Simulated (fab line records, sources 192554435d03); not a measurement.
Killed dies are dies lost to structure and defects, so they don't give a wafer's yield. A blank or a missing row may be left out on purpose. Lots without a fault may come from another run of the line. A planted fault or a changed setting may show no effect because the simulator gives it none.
fab line records | flow n5_finfet
record lots=9 wafers=25 last_day=18
route steps=1938 shown BEOL_M2@843 BEOL_M4@1111
lots that met no fault: from a run of the same line without faults
start_h: hours from the record's first day to the start of the lot's first wafer shown | wait_h: hours since the lot's step before | " the same as in the row above | L1.1+2: a row that stands for several wafers | - no value, or no start given | * or withheld: withheld | < > ~ a bound
route shown NAME@n: a module of which the file shows steps, and the number in the route of the first | usual: mean/standard deviation of fault-free wafers | same: alike in all rows | chamber/n: place in a boat | sites: the reading at each site | _std_site: their standard deviation | _edge_site: outer sites' mean less inner sites' | radius_mm: how far each site lies from the wafer's centre | mask NAME#n: copy n | behind: the tool/chamber that last shaped the wafer | hold: why the lot was held/for how many hours/how that ended | device: the transistor (n, p or np) that didn't switch | end of line: the same wafers' tests at the end of the route | a step without rows: its recipe alone | killed: dies lost to structure and defects at the first sort, not the wafer's yield | map: a wafer's dies, x killed, . not, _ none there
set.NAME: the setting as run; set.NAME@STEP: as run at that earlier step | model.NAME: the simulator's own value behind a step, which no gauge read
steps of the route over a sample of lots; a table a step, a row a wafer
services: from which hour (start_h, from the record's first day; less than 0 if before it) a tool's chamber was out of use, for how many hours, and why
## steps
# step N5_BEOL_M2_PECVD_72
# recipe material=SiO2 target_thk_a=160 temp_c=400 precursor=TEOS/O2 pressure_torr=5.5 rf_w=450 teos_flow_sccm=53.8 gas=O2 flow_sccm=3000 time_s=18
# usual heater_power_w=783/130 showerhead_plenum_p_Torr=8.78/0.047 throttle_valve_pct=21.8/1.3
# columns lot.wafer tool chamber start_h wait_h heater_power_w showerhead_plenum_p_Torr throttle_valve_pct
L495.1 pecvd-04 1 160.50 0.0 1013 8.70 21.6
L495.4 " 1 " " 1019 8.71 21.8
L495.6 " 0 " " 893 8.87 20.8
L494.1 pecvd-02 0 164.10 0.0 681 8.83 22.1
L494.4 " 2 " " 581 8.78 20.3
L494.5 " 0 " " 694 8.84 22.2
L498.1 pecvd-04 1 187.96 0.0 969 8.68 22.0
L498.6 " 0 " " 866 8.85 20.2
L500.3 pecvd-04 2 199.11 0.0 852 8.77 22.3
L500.4 " 0 " " 868 8.86 20.5
L507.2 pecvd-02 1 236.11 0.0 839 8.75 22.3
L507.4 " 1 " " 858 8.77 22.3
L507.6 " 0 " " 669 8.80 22.2
L509.1 pecvd-03 2 251.65 0.0 843 8.79 22.2
L509.4 " 1 " " 693 8.78 24.9
L509.6 " 2 " " 833 8.76 22.5
L511.2 pecvd-04 0 270.60 0.0 853 8.85 20.6
L511.3 " 2 " " 748 8.77 20.5
L511.4 " 0 " " 837 8.86 20.7
L512.3 pecvd-02 2 270.65 0.0 511 8.80 20.3
L512.4 " 0 " " 625 8.80 22.3
L512.5 " 1 " " 750 8.78 22.3
L513.2 pecvd-04 0 273.97 0.0 766 8.83 20.7
L513.3 " 1 " " 995 8.71 21.7
L513.4 " 0 " " 803 8.84 20.5
# step N5_BEOL_M2_SPUTTER_88
# recipe material=Cu target_thk_a=45 temp_c=-20 chamber_pressure_pa=0.07 power_w=withheld time_s=8.29
# usual throttle_valve_pct=30.1/0.78
# same time_s=8.29
# columns lot.wafer tool chamber start_h wait_h throttle_valve_pct
L495.1 pvd_sputter-01 - 171.19 0.1 31.3
L495.4 " - " " 29.0
L495.6 " - " " 30.7
L494.1 pvd_sputter-01 - 173.11 0.1 30.4
L494.4 " - " " 31.5
L494.5 " - " " 30.8
L498.1 pvd_sputter-01 - 196.56 0.1 31.3
L498.6 " - " " 29.7
L500.3 pvd_sputter-01 - 211.91 0.1 29.1
L500.4 " - " " 30.0
L507.2 pvd_sputter-03 - 246.13 0.1 29.9
L507.4 " - " " 29.8
L507.6 " - " " 29.8
L509.1 pvd_sputter-03 - 266.52 0.1 30.8
L509.4 " - " " 30.5
L509.6 " - " " 30.1
L511.2 pvd_sputter-03 - 277.82 0.1 30.8
L511.3 " - " " 30.2
L511.4 " - " " 29.9
L512.3 pvd_sputter-01 - 280.55 0.1 29.1
L512.4 " - " " 31.7
L512.5 " - " " 31.5
L513.2 pvd_sputter-01 - 282.69 0.1 29.0
L513.3 " - " " 30.0
L513.4 " - " " 30.6
# step N5_BEOL_M2_CMP_52
# recipe stop_on=SiOC t_overpolish_s=6.8 down_force_psi=1 platen_rpm=50 clearing_platen_down_force_psi=1.5 clearing_platen_rpm=50 post_cmp_clean=cu_alkaline target_thk_nm=40 clearing_platen_pad_velocity_m_s=0.99484 pad_velocity_m_s=0.99484
# usual barrier_field_endpoint_s=25.0/0.6 clearing_platen_down_force_psi=1.5004/0.0027 clearing_platen_rpm=50.001/0.028 motor_current_A=5.9/0.78 pad_life_wafers=967/540 retaining_ring_pressure_frac=1.001/0.005
# columns lot.wafer tool chamber start_h wait_h barrier_field_endpoint_s clearing_platen_down_force_psi clearing_platen_rpm motor_current_A pad_life_wafers retaining_ring_pressure_frac
L495.4 cmp-01 1 172.64 0.2 25.2 1.4999 49.989 5.3 1172 0.999
L495.1 " 2 " " 24.4 1.5042 50.043 5.1 1173 0.998
L495.6 " 0 " " 24.8 1.5008 50.043 6.5 - 1.007
L494.1 cmp-01 1 174.52 0.3 25.2 1.5012 49.981 5.0 1183 0.997
L494.4 " 2 " " 26.2 1.4946 49.983 5.1 1184 0.996
L494.5 " 0 " " 25.5 1.5021 49.944 6.3 - 0.994
L498.1 cmp-01 0 198.05 0.4 22.7 1.5031 50.029 6.4 1371 1.002
L498.6 " 1 " " 25.3 1.4976 50.022 5.3 - 0.999
L500.4 cmp-02 1 213.94 0.2 25.3 1.5000 50.033 5.3 686 0.995
L500.3 " 2 " " 22.4 1.5010 50.031 7.7 687 0.993
L507.2 cmp-03 1 247.51 0.2 24.7 1.4961 50.042 6.2 414 1.002
L507.4 " 2 " " 25.3 1.5007 50.007 5.9 415 0.994
L507.6 " 2 " " 25.0 1.4971 49.975 5.6 - 0.994
L509.1 cmp-02 3 268.34 0.3 24.8 1.5017 50.014 6.9 1051 0.996
L509.4 " 0 " " 24.6 1.5025 49.978 4.7 1052 1.004
L509.6 " 3 " " 25.7 1.5011 50.022 6.6 - 0.997
L511.4 cmp-01 2 279.21 0.1 25.9 1.4996 49.979 5.1 1902 1.004
L511.2 " 0 " " 26.0 1.5016 50.006 6.6 1904 1.008
L511.3 " 1 " " 25.8 1.4976 50.009 5.1 1905 1.003
L512.4 cmp-02 0 281.94 0.1 24.5 1.4969 49.982 4.5 1170 1.002
L512.3 " 2 " " 23.5 1.5006 49.960 7.3 1172 1.007
L512.5 " 1 " " 24.2 1.5058 50.029 5.8 - 0.997
L513.4 cmp-01 1 284.06 0.1 25.3 1.5023 49.958 5.2 1944 1.001
L513.3 " 3 " " 24.6 1.4972 49.959 5.7 1946 1.000
L513.2 " 0 " " 25.0 1.5046 49.985 6.6 1947 1.002
# step N5_BEOL_M2_DEP_57
# recipe material=SiCN target_thk_a=80 temp_c=withheld precursor=3MS/NH3 pressure_torr=3 rf_w=202 time_s=14
# usual showerhead_plenum_p_Torr=3.665/0.011 throttle_valve_pct=8.9/0.54
# same time_s=14
# columns lot.wafer tool chamber start_h wait_h showerhead_plenum_p_Torr throttle_valve_pct
L495.1 pecvd-02 0 173.07 0.0 3.677 9.0
L495.4 " 2 " " 3.679 8.4
L495.6 " 0 " " 3.667 9.2
L494.1 pecvd-03 0 175.07 0.0 3.671 9.6
L494.4 " 2 " " 3.667 8.9
L494.5 " 0 " " 3.663 9.6
L498.1 pecvd-04 1 198.42 0.0 3.644 9.0
L498.6 " 0 " " 3.679 8.6
L500.3 pecvd-04 0 214.38 0.0 3.680 8.2
L500.4 " 1 " " 3.646 8.5
L507.2 pecvd-04 0 247.99 0.0 3.675 8.5
L507.4 " 2 " " 3.660 8.4
L507.6 " 1 " " 3.650 8.6
L509.1 pecvd-04 0 268.79 0.0 3.687 8.4
L509.4 " 2 " " 3.665 8.3
L509.6 " 1 " " 3.656 9.0
L511.2 pecvd-02 2 279.70 0.0 3.664 8.3
L511.3 " 0 " " 3.663 8.9
L511.4 " 0 " " 3.671 8.8
L512.3 pecvd-02 2 282.42 0.0 3.667 8.2
L512.4 " 0 " " 3.664 9.1
L512.5 " 2 " " 3.669 8.0
L513.2 pecvd-04 2 284.55 0.0 3.656 8.2
L513.3 " 0 " " 3.681 8.3
L513.4 " 0 " " 3.667 8.3
# step N5_BEOL_M2_RS_MEAS_58
# recipe thk_meas_gauge=four-point-probe reads=Co_of_BEOL_M2_CO_CAP_55+Cu_of_BEOL_M2_ECD_50+Co_of_BEOL_M2_CVD_47+TaN_of_BEOL_M2_ALD_84
# usual M2_RS=0.669/0.029
# columns lot.wafer tool chamber start_h wait_h M2_RS[ohm/sq]
L495.1 film_metro-01 - 173.13 0.0 0.642
L495.4 " - " " 0.645
L495.6 " - " " 0.661
L494.1 film_metro-01 - 175.13 0.0 0.649
L494.4 " - " " 0.671
L494.5 " - " " 0.657
L498.1 film_metro-02 - 198.49 0.0 0.678
L498.6 " - " " 0.663
L500.3 film_metro-02 - 214.45 0.1 0.671
L500.4 " - " " 0.685
L507.2 film_metro-01 - 248.06 0.1 0.617
L507.4 " - " " 0.642
L507.6 " - " " 0.606
L509.1 film_metro-01 - 268.87 0.1 0.630
L509.4 " - " " 0.713
L509.6 " - " " 0.647
L511.2 film_metro-01 - 279.76 0.1 0.653
L511.3 " - " " 0.655
L511.4 " - " " 0.671
L512.3 film_metro-01 - 282.49 0.1 0.697
L512.4 " - " " 0.734
L512.5 " - " " 0.744
L513.2 film_metro-02 - 284.61 0.1 0.646
L513.3 " - " " 0.631
L513.4 " - " " 0.686
# step N5_BEOL_M4_RC_MEAS_101
# usual DIBL_N=35.9/1.4 DIBL_P=35.9/1.7 IOFF_N=0.155/0.023 IOFF_P=0.201/0.029 ION_N=672/8.8 ION_P=460/7 SS_N=71.6/0.48 SS_P=73.1/0.64 VT_N=250.0/3 VT_P=-251.6/3
# columns lot.wafer tool chamber start_h wait_h DIBL_N[mV/V] DIBL_P[mV/V] IOFF_N[nA/um] IOFF_P[nA/um] ION_N[uA/um] ION_P[uA/um] SS_N[mV/dec] SS_P[mV/dec] VT_N[mV] VT_P[mV]
L495.1 prober-01 0 191.89 0.0 32.8 34.9 0.126 0.168 663 453 71.3 73.3 254.2 -257.0
L495.4 " 0 " " 35.5 37.1 0.165 0.200 671 456 71.5 73.6 250.1 -254.1
L495.6 " 0 " " 35.6 37.1 0.161 0.208 668 459 72.1 73.6 251.3 -250.2
L494.1 prober-01 0 198.70 0.0 36.1 36.3 0.168 0.217 675 460 72.0 73.0 247.6 -250.3
L494.4 " 0 " " 36.0 36.4 0.163 0.207 676 458 71.1 73.4 250.3 -251.0
L494.5 " 0 " " 35.6 36.0 0.172 0.213 673 457 71.3 73.2 248.9 -250.2
L498.1 prober-01 0 224.19 0.0 37.8 38.9 0.193 0.216 688 460 71.6 74.2 244.7 -251.0
L498.6 " 0 " " 36.6 35.8 0.166 0.174 660 446 71.7 72.2 249.3 -253.7
L500.3 prober-01 0 244.13 0.3 36.0 36.4 0.143 0.201 663 455 71.4 73.1 251.7 -249.7
L500.4 " 0 " " 37.0 37.8 0.169 0.221 685 474 71.7 73.6 249.0 -250.5
L507.2 prober-02 0 275.49 0.2 36.4 35.5 0.143 0.189 663 457 72.0 73.6 251.3 -252.0
L507.4 " 0 " " 35.6 35.2 0.139 0.183 666 455 71.2 72.5 253.8 -253.8
L507.6 " 0 " " 35.2 34.7 0.133 0.179 671 466 70.8 72.3 253.2 -254.1
L509.1 prober-01 0 286.94 0.0 36.6 37.5 0.168 0.213 682 461 72.3 73.8 248.7 -250.7
L509.4 " 0 " " 36.3 37.9 0.170 0.217 676 460 72.0 74.1 248.1 -251.7
L509.6 " 0 " " 35.4 36.6 0.149 0.199 668 461 72.8 73.7 250.8 -250.6
L511.2 prober-01 0 304.38 0.2 35.4 36.7 0.188 0.220 688 469 71.3 73.3 243.8 -248.9
L511.3 " 0 " " 36.3 38.7 0.205 0.250 680 465 71.7 73.7 244.3 -249.2
L511.4 " 0 " " 37.0 39.4 0.231 0.267 676 462 72.3 74.4 243.5 -249.4
L512.3 prober-01 0 306.07 0.6 35.9 35.7 0.155 0.183 679 461 71.4 72.8 248.4 -253.1
L512.4 " 0 " " 37.2 35.9 0.157 0.196 670 454 71.7 73.5 250.7 -252.3
L512.5 " 0 " " 34.9 34.2 0.132 0.171 666 451 70.5 73.4 252.3 -254.2
L513.2 prober-02 0 311.64 0.2 35.6 34.0 0.141 0.186 649 448 71.7 72.6 255.4 -253.7
L513.3 " 0 " " 34.9 34.2 0.131 0.198 668 462 71.1 73.4 250.9 -251.9
L513.4 " 0 " " 33.5 32.8 0.113 0.168 654 454 71.0 72.6 256.9 -252.6
## services
# columns tool chamber start_h hours kind
pecvd-04 - 138.03 0.5 repair
pecvd-04 1 152.85 5.5 scheduled_down
cmp-03 - 158.87 4.2 repair
cmp-02 - 163.61 2.4 repair
pecvd-02 - 181.36 28.1 pm
pecvd-04 - 181.78 1.6 repair
cmp-02 - 184.71 0.3 repair
pecvd-03 2 185.47 8.2 repair
pecvd-03 - 193.15 14.6 pm
cmp-03 - 196.07 4.0 pm
pecvd-04 2 202.47 - clean
pecvd-04 2 202.47 - consumable_replace:showerhead
cmp-02 - 214.46 3.9 repair
pecvd-03 - 228.69 2.8 pm
cmp-02 - 229.11 3.4 repair
cmp-02 - 233.99 3.5 repair
cmp-01 - 236.01 1.9 repair
cmp-02 - 245.13 5.6 repair
cmp-01 - 246.46 1.2 repair
cmp-01 - 250.04 15.5 pm
cmp-03 - 252.05 1.9 repair
cmp-02 - 262.98 0.3 repair
cmp-02 - 275.49 1.8 repair
pecvd-03 1 280.50 2.5 repair
## key
first_sign step=N5_BEOL_M2_CMP_52 reading=barrier_field_endpoint_s direction=down sigmas=4 usual=25.0 struck=22.6
effect none on later readings
met_at N5_BEOL_M2_PECVD_72
struck_lots L498,L500
struck_wafers L498.1,L500.3
not_acting_at N5_BEOL_M2_SPUTTER_88,N5_BEOL_M2_DEP_57,N5_BEOL_M2_RS_MEAS_58
onset_between 160.50 187.96
fault kind=process_parameter_drift tool=pecvd-04 chamber=- onset_h=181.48 steps=N5_BEOL_M2_PECVD_72 channel=time_s offset=* shape=step end_h=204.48 scope=struck_wafers_only acts_in=* stated=*
